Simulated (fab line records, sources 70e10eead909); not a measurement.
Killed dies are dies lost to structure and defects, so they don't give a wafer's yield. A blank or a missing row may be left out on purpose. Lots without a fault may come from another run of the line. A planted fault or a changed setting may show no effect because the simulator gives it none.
fab line records | flow nand_harc
record lots=6 wafers=18 last_day=34
route steps=1302 shown A_CHANNEL_FILL_D1@515 A_DECK1_JOINT@518 END@1302
lots that met no fault: from a run of the same line without faults
start_h: hours from the record's first day to the start of the lot's first wafer shown | wait_h: hours since the lot's step before | " the same as in the row above | L1.1+2: a row that stands for several wafers | - no value, or no start given | * or withheld: withheld | < > ~ a bound
route shown NAME@n: a module of which the file shows steps, and the number in the route of the first | usual: mean/standard deviation of fault-free wafers | same: alike in all rows | chamber/n: place in a boat | sites: the reading at each site | _std_site: their standard deviation | _edge_site: outer sites' mean less inner sites' | radius_mm: how far each site lies from the wafer's centre | mask NAME#n: copy n | behind: the tool/chamber that last shaped the wafer | hold: why the lot was held/for how many hours/how that ended | device: the transistor (n, p or np) that didn't switch | end of line: the same wafers' tests at the end of the route | a step without rows: its recipe alone | killed: dies lost to structure and defects at the first sort, not the wafer's yield | map: a wafer's dies, x killed, . not, _ none there
set.NAME: the setting as run; set.NAME@STEP: as run at that earlier step | model.NAME: the simulator's own value behind a step, which no gauge read
lots at some steps of the route; a table a step, a row a wafer
services: from which hour (start_h, from the record's first day; less than 0 if before it) a tool's chamber was out of use, for how many hours, and why
## steps
# step NHARC_A_CHANNEL_FILL_D1_SRD_12
# step NHARC_A_CHANNEL_FILL_D1_INSPECT_13
# usual raw_defect_count=333/130
# columns lot.wafer tool chamber start_h wait_h raw_defect_count
L712.2 defect_inspect-02 - 251.68 0.0 115
L712.3 " - " " 128
L712.5 " - " " 88
L723.1 defect_inspect-02 - 383.39 0.0 289
L723.4 " - " " 201
L723.6 " - " " 177
L724.1 defect_inspect-02 - 386.98 0.0 425
L724.3 " - " " 342
L724.6 " - " " 345
L727.1 defect_inspect-01 - 416.46 0.0 423
L727.3 " - " " 395
L727.6 " - " " 325
L733.2 defect_inspect-01 - 476.10 0.0 367
L733.3 " - " " 416
L733.6 " - " " 332
L732.1 defect_inspect-02 - 476.11 0.0 136
L732.3 " - " " 221
L732.4 " - " " 208
# step NHARC_A_DECK1_JOINT_ETCHBACK_07
# recipe target_depth_a=1050 time_s=26.9 hbr_flow_sccm=150 rf_w=350 icp_w=350 bias_w=60 chemistry=HBr
# usual drypump_motor_current_A=5.6/0.45 oes_product_au=0.999/0.0063 throttle_valve_pct=23.267/0.009
# columns lot.wafer tool chamber start_h wait_h drypump_motor_current_A oes_product_au rf_hours_counter_h throttle_valve_pct
L712.2 rie_si-04 2 251.74 0.1 5.2 0.999 0.40 23.254
L712.3 " 1 " " 5.4 0.994 0.38 23.272
L712.5 " 3 " " 5.7 0.997 - 23.255
L723.1 rie_si-03 2 383.45 0.1 4.9 1.008 1.03 23.271
L723.4 " 0 " " 5.1 0.998 0.82 23.269
L723.6 " 3 " " 5.5 1.000 - 23.259
L724.1 rie_si-03 0 387.07 0.1 5.0 0.998 0.84 23.256
L724.3 " 1 " " 5.8 0.999 1.09 23.275
L724.6 " 3 " " 5.6 0.997 - 23.269
L727.3 rie_si-04 2 416.55 0.1 5.2 0.994 0.51 23.273
L727.1 " 3 " " 5.8 1.001 0.42 23.276
L727.6 " 0 " " 6.3 0.993 - 23.286
L733.2 rie_si-02 2 476.16 0.1 5.3 1.004 0.08 23.264
L733.3 " 0 " " 5.5 1.008 0.10 23.259
L733.6 " 2 " " 5.3 1.005 - 23.263
L732.4 rie_si-03 3 476.17 0.1 5.5 1.002 0.45 23.265
L732.1 " 1 " " 5.8 0.996 0.41 23.261
L732.3 " 2 " " 4.9 0.995 0.48 23.281
# step NHARC_A_DECK1_JOINT_ETCH_25
# recipe target_depth_a=5 chemistry=dHF material=SiO2
# step NHARC_A_DECK1_JOINT_ETCH_19
# recipe temp_c=25 target_depth_a=30 chemistry=TMAH material=poly-Si
# step NHARC_A_DECK1_JOINT_ETCH_18
# recipe target_depth_a=30 chemistry=dHF material=SiO2
# step NHARC_A_DECK1_JOINT_WET_08
# recipe temp_c=160 time_s=86 chemistry=H3PO4
# step NHARC_A_DECK1_JOINT_ETCH_09
# recipe target_depth_a=50 chemistry=dHF material=SiO2
# step NHARC_A_DECK1_JOINT_WET_10
# recipe temp_c=160 time_s=86 chemistry=H3PO4
# step NHARC_A_DECK1_JOINT_ETCH_11
# recipe target_depth_a=350 chemistry=dHF material=SiO2
# step NHARC_A_DECK1_JOINT_CVD_12
# recipe target_thk_a=900 temp_c=620 pressure_mtorr=200 time_s=1800 material=poly-Si
# usual spike_tc_centre_C=620.1/1.3 spike_tc_lower_C=620.9/1.4 spike_tc_top_C=640.2/1.1 spike_tc_upper_C=619.9/0.99 tube_center_temp_C=620/0.051 zone_power_lower_pct=7.31/0.27
# columns lot.wafer tool chamber start_h wait_h spike_tc_centre_C spike_tc_lower_C spike_tc_top_C spike_tc_upper_C tube_center_temp_C zone_power_lower_pct
L712.2 lpcvd_poly-02 0 259.16 2.6 619.4 622.6 640.0 619.4 619.97 7.17
L712.3 " 0 " " 621.1 620.7 641.6 619.8 620.01 6.91
L712.5 " 0 " " 619.1 620.5 639.3 619.7 619.96 7.12
L723.1 lpcvd_poly-02 0 390.89 2.5 636.1 634.8 658.2 636.9 635.49 7.43
L723.4 " 0 " " 634.8 636.5 656.2 637.0 635.42 7.38
L723.6 " 0 " " 634.1 636.0 653.5 634.9 635.43 7.43
L724.1 lpcvd_poly-02 0 394.47 2.6 633.8 636.2 656.4 635.9 635.47 7.40
L724.3 " 0 " " 634.8 635.4 656.2 633.8 635.45 7.42
L724.6 " 0 " " 635.2 635.5 654.0 634.8 635.39 7.44
L727.1 lpcvd_poly-01 0 423.82 2.4 619.9 618.0 642.4 618.9 620.14 7.76
L727.3 " 0 " " 621.0 617.8 637.2 620.2 620 7.61
L727.6 " 0 " " 620.5 619.4 639.5 620.3 620.08 7.58
L732.1 lpcvd_poly-02 0 487.17 2.6 621.5 621.8 639.9 620.9 620.03 6.99
L732.3 " 0 " " 620.7 623.3 641.6 621.2 619.95 7.04
L732.4 " 0 " " 620.1 622.0 641.2 617.8 620 7.24
L733.2 lpcvd_poly-02 0 487.17 2.6 618.4 622.9 640.7 620.9 620.02 7.23
L733.3 " 0 " " 618.9 621.8 641.6 619.8 620.04 7.11
L733.6 " 0 " " 620.2 621.1 639.9 618.3 620.02 7.06
# step NHARC_A_DECK1_JOINT_CMP_13
# recipe target_thk_nm=51.023
# usual motor_current_A=12.1/1.5 time_to_endpoint_s=8.6/2.1
# columns lot.wafer tool chamber start_h wait_h motor_current_A time_to_endpoint_s
L712.3 cmp-04 0 262.01 0.4 10.3 11.3
L712.2 " 2 " " 13.7 10.9
L712.5 " 3 " " 9.3 7.7
L723.1 cmp-04 2 393.78 0.4 12.6 13.9
L723.4 " 3 " " 9.8 13.3
L723.6 " 1 " " 13.2 15.7
L724.1 cmp-04 3 397.30 0.4 9.4 12.4
L724.3 " 1 " " 12.5 16.2
L724.6 " 3 " " 9.4 13.7
L727.3 cmp-01 3 426.69 0.4 13.0 7.1
L727.1 " 0 " " 12.3 7.8
L727.6 " 2 " " 10.9 5.7
L732.1 cmp-04 2 490.04 0.4 13.3 11.6
L732.3 " 3 " " 10.0 9.9
L732.4 " 1 " " 13.1 10.8
L733.2 cmp-03 2 490.04 0.4 12.4 6.3
L733.3 " 3 " " 14.7 5.4
L733.6 " 2 " " 12.1 8.9
# step NHARC_END_SORT_01
# recipe temp_c=25
# usual killed_at_array=53/21 killed_at_other=1.0/1.3 killed_at_periphery=3.8/2.4 killed_dies=58/21 killed_open=3.4/1.9 killed_short=2.4/1.5
# same gross_dies=677
# columns lot.wafer tool chamber start_h wait_h killed_at_array killed_at_other killed_at_periphery killed_dies killed_open killed_short
L712.2 prober-01 0 583.61 2.8 71 0 4 75 3 4
L712.3 prober-01 0 584.40 3.1 57 0 4 61 1 4
L712.5 prober-01 0 585.99 3.7 69 0 1 70 3 1
L724.1 prober-02 0 711.55 2.5 70 1 0 71 1 0
L724.6 prober-02 0 715.53 4.0 70 0 1 71 2 2
L723.1 prober-01 0 711.57 2.5 41 0 3 44 3 5
L723.4 prober-01 0 713.91 3.4 38 1 5 44 3 2
L723.6 prober-01 0 715.47 3.9 48 0 8 56 3 5
L727.1 prober-01 0 742.71 2.5 42 3 4 49 3 2
L727.3 prober-01 0 744.31 3.1 51 1 1 53 2 2
L727.6 prober-01 0 746.70 4.0 35 3 4 42 6 4
# killed by level:class
L712.2 A_CHANNEL_HOLE_D2:chamber_film_flake=32 A_SLIT:chamber_film_flake=17 A_STAIRCASE:chamber_film_flake=10 A_CHANNEL_HOLE_D1:chamber_film_flake=3 A_WL_FILL:geometric_particle:short=2 P_ZERO_WELL:chamber_film_flake=2 P_M0:chamber_film_flake=2 A_CONTACT:chamber_film_flake=2
L712.3 A_CHANNEL_HOLE_D2:chamber_film_flake=30 A_SLIT:chamber_film_flake=13 A_STAIRCASE:chamber_film_flake=7 A_CONTACT:chamber_film_flake=3 P_GATE:chamber_film_flake=2 P_STI:geometric_particle:open=1 P_CONTACT:geometric_particle:short=1 A_ONON_D2:geometric_particle:short=1
L712.5 A_CHANNEL_HOLE_D2:chamber_film_flake=38 A_SLIT:chamber_film_flake=17 A_STAIRCASE:chamber_film_flake=7 A_ONON_D1:geometric_particle:open=1 A_CHANNEL_HOLE_D1:geometric_particle:short=1 A_CHANNEL_FILL_D1:geometric_particle:open=1 A_DECK1_JOINT:geometric_particle:open=1 P_ZERO_WELL:chamber_film_flake=1
L724.1 A_CHANNEL_HOLE_D1:chamber_film_flake=35 A_SLIT:chamber_film_flake=16 A_CHANNEL_HOLE_D2:chamber_film_flake=9 A_BONDPAD:chamber_film_flake=4 A_CONTACT:chamber_film_flake=2 A_CHANNEL_FILL_D1:geometric_particle:open=1 A_ZERO_WELL:chamber_film_flake=1 A_STAIRCASE:chamber_film_flake=1
L723.1 A_CHANNEL_HOLE_D2:chamber_film_flake=16 A_CONTACT:chamber_film_flake=9 A_CHANNEL_HOLE_D1:chamber_film_flake=5 A_SLIT:chamber_film_flake=3 A_STAIRCASE:chamber_film_flake=2 P_GATE:geometric_particle:short=1 P_CONTACT:geometric_particle:short=1 P_M0:geometric_particle:short=1
L723.4 A_CHANNEL_HOLE_D2:chamber_film_flake=14 A_CHANNEL_HOLE_D1:chamber_film_flake=8 A_CONTACT:chamber_film_flake=7 P_M0:chamber_film_flake=2 P_STI:chamber_film_flake=2 A_SLIT:chamber_film_flake=2 A_WL_FILL:chamber_film_flake=2 P_GATE:geometric_particle:open=1
L723.6 A_CHANNEL_HOLE_D2:chamber_film_flake=17 A_CONTACT:chamber_film_flake=13 A_CHANNEL_HOLE_D1:chamber_film_flake=8 A_SLIT:chamber_film_flake=3 P_M0:geometric_particle:short=2 A_STAIRCASE:chamber_film_flake=2 P_M0:chamber_film_flake=2 P_GATE:geometric_particle:open=1
L724.6 A_CHANNEL_HOLE_D1:chamber_film_flake=33 A_SLIT:chamber_film_flake=19 A_CHANNEL_HOLE_D2:chamber_film_flake=10 A_STAIRCASE:chamber_film_flake=2 A_BONDPAD:chamber_film_flake=2 P_CONTACT:geometric_particle:open=1 A_CHANNEL_FILL_D1:geometric_particle:short=1 A_CHANNEL_FILL_D2:geometric_particle:short=1
L727.1 A_CHANNEL_HOLE_D1:chamber_film_flake=33 P_GATE:chamber_film_flake=2 THIN_TSV:chamber_film_flake=2 A_SOURCE_PLATE:geometric_particle:open=1 A_ONON_D2:geometric_particle:open=1 A_CHANNEL_FILL_D2:geometric_particle:short=1 A_CHANNEL_FILL_D2:geometric_particle:open=1 A_CONTACT:geometric_particle:short=1
L727.3 A_CHANNEL_HOLE_D1:chamber_film_flake=36 A_STAIRCASE:chamber_film_flake=3 A_SLIT:chamber_film_flake=2 A_WL_FILL:chamber_film_flake=2 A_ONON_D1:geometric_particle:open=1 A_ONON_D2:geometric_particle:short=1 A_STAIRCASE:geometric_particle:short=1 A_M0:geometric_particle:open=1
L727.6 A_CHANNEL_HOLE_D1:chamber_film_flake=17 A_SLIT:chamber_film_flake=7 THIN_TSV:chamber_film_flake=3 A_CHANNEL_FILL_D2:geometric_particle:open=2 A_CHANNEL_FILL_D2:geometric_particle:short=2 P_GATE:geometric_particle:open=1 P_CONTACT:geometric_particle:open=1 P_M0:geometric_particle:open=1
## services
# columns tool chamber start_h hours kind
cmp-01 - 237.96 2.8 repair
cmp-04 - 247.52 5.2 repair
rie_si-04 0 247.92 3.3 repair
cmp-03 - 260.05 4.0 pm
cmp-03 - 268.65 2.8 repair
cmp-01 - 274.64 2.4 repair
rie_si-02 - 277.00 9.0 pm
lpcvd_poly-01 - 283.30 5.4 repair
cmp-01 - 283.50 4.0 pm
rie_si-03 0 287.53 8.5 repair
cmp-04 - 307.07 4.0 pm
rie_si-04 - 331.04 0.3 repair
rie_si-04 - 342.00 9.0 pm
rie_si-03 3 349.81 7.1 repair
cmp-03 - 358.05 4.0 pm
rie_si-04 - 362.76 0.3 repair
rie_si-04 1 372.82 1.8 repair
cmp-01 - 380.66 0.2 repair
cmp-01 - 381.50 4.0 pm
rie_si-02 - 394.50 13.8 repair
rie_si-03 - 398.01 9.0 pm
cmp-04 - 405.07 4.0 pm
cmp-04 - 438.43 2.0 repair
rie_si-04 0 480.74 8.6 repair
## key
first_sign step=NHARC_A_DECK1_JOINT_CVD_12 reading=tube_center_temp_C direction=up sigmas=99+ usual=* struck=*
effect step=NHARC_A_DECK1_JOINT_CVD_12 reading=spike_tc_upper_C direction=up sigmas=16 usual=619.9 struck=635.6
met_at NHARC_A_DECK1_JOINT_CVD_12
struck_wafers L723.1,L723.4,L723.6,L724.1,L724.3,L724.6
tester_left_out L723,L724
onset_between 259.16 390.89
fault kind=process_parameter_drift tool=lpcvd_poly-02 chamber=- onset_h=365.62 steps=NHARC_P_GATE_CVD_17,NHARC_A_SOURCE_PLATE_CVD_03,NHARC_A_CHANNEL_FILL_D1_CVD_18,NHARC_A_CHANNEL_FILL_D1_CVD_05,NHARC_A_CHANNEL_FILL_D1_CVD_09,NHARC_A_DECK1_JOINT_CVD_12,NHARC_A_CHANNEL_FILL_D2_CVD_18,NHARC_A_CHANNEL_FILL_D2_CVD_05,+2 channel=temp_c offset=* shape=step end_h=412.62
# tester_left_out: of these lots the tester's yield and bins aren't shown, on N5 and GAA mostly nor the transistor test; their killed dies are dies lost to structure and defects alone, not to doping, threshold or leakage, so they don't give the yield
